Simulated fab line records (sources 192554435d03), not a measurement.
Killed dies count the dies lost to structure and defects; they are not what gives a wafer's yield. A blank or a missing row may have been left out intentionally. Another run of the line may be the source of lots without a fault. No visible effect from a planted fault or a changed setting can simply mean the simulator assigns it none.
Chamber matching || flow n5-finfet || N5_GATE_CUT_CMP_43 on cmp-01: 4 sister chambers
The step polishes SiO2. 4 wafers are shown with their chamber, then 12 later ones without.

== WAFERS WITH THEIR CHAMBER ==
{"wafer": "L083.4", "chamber": 2, "motor-current-A (A)": 12.9}
{"wafer": "L085.2", "chamber": 0, "motor-current-A (A)": 13.6}
{"wafer": "L085.4", "chamber": 1, "motor-current-A (A)": 11.7}
{"wafer": "L085.5", "chamber": 3, "motor-current-A (A)": 12.1}

== WAFERS WITH NO CHAMBER GIVEN ==
{"wafer": "L090.1", "motor-current-A (A)": 14.1}
{"wafer": "L090.3", "motor-current-A (A)": 11.8}
{"wafer": "L090.5", "motor-current-A (A)": 12.2}
{"wafer": "L091.1", "motor-current-A (A)": 11.8}
{"wafer": "L091.2", "motor-current-A (A)": 13.0}
{"wafer": "L091.3", "motor-current-A (A)": 11.9}
{"wafer": "L092.3", "motor-current-A (A)": 12.2}
{"wafer": "L092.5", "motor-current-A (A)": 12.4}
{"wafer": "L092.6", "motor-current-A (A)": 15.0}
{"wafer": "L097.1", "motor-current-A (A)": 12.5}
{"wafer": "L097.5", "motor-current-A (A)": 11.2}
{"wafer": "L097.6", "motor-current-A (A)": 13.1}

== WHICH CHAMBER EACH WENT THROUGH ==
{"wafer": "L090.1", "from the rows above": "can't be placed: 0 or 2", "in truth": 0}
{"wafer": "L090.3", "from the rows above": "can't be placed: 1 or 3", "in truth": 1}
{"wafer": "L090.5", "from the rows above": "can't be placed: 3 or 1 or 2", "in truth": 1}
{"wafer": "L091.1", "from the rows above": "can't be placed: 1 or 3", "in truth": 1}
{"wafer": "L091.2", "from the rows above": "can't be placed: 2 or 0 or 3", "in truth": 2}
{"wafer": "L091.3", "from the rows above": "can't be placed: 3 or 1 or 2", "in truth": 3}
{"wafer": "L092.3", "from the rows above": "can't be placed: 3 or 1 or 2", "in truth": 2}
{"wafer": "L092.5", "from the rows above": "can't be placed: 3 or 2 or 1 or 0", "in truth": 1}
{"wafer": "L092.6", "from the rows above": "can't be placed: 0 or 2", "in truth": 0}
{"wafer": "L097.1", "from the rows above": "can't be placed: 2 or 3 or 1 or 0", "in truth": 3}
{"wafer": "L097.5", "from the rows above": "can't be placed: 1 or 3", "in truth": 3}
{"wafer": "L097.6", "from the rows above": "can't be placed: 2 or 0 or 3", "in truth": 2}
Correctly placed: 0 of 12. Cannot be placed on the basis of these rows: 12; the candidates contain the true chamber in 12. 0 placed wrongly.
How it was worked out, from the rows above alone: a wafer's distance from a chamber is the root of the sum, over the readings, of the square of ((its reading less the chamber's mean) divided by the reading's scatter). If the next closest chamber is less than 2 further off than the closest, the wafer can't be placed; otherwise it belongs to the closest. The mean given for a chamber averages the wafers shown for that chamber. The scatter: root of mean squared gap, hidden wafer to nearest shown wafer, with one shown wafer a chamber.
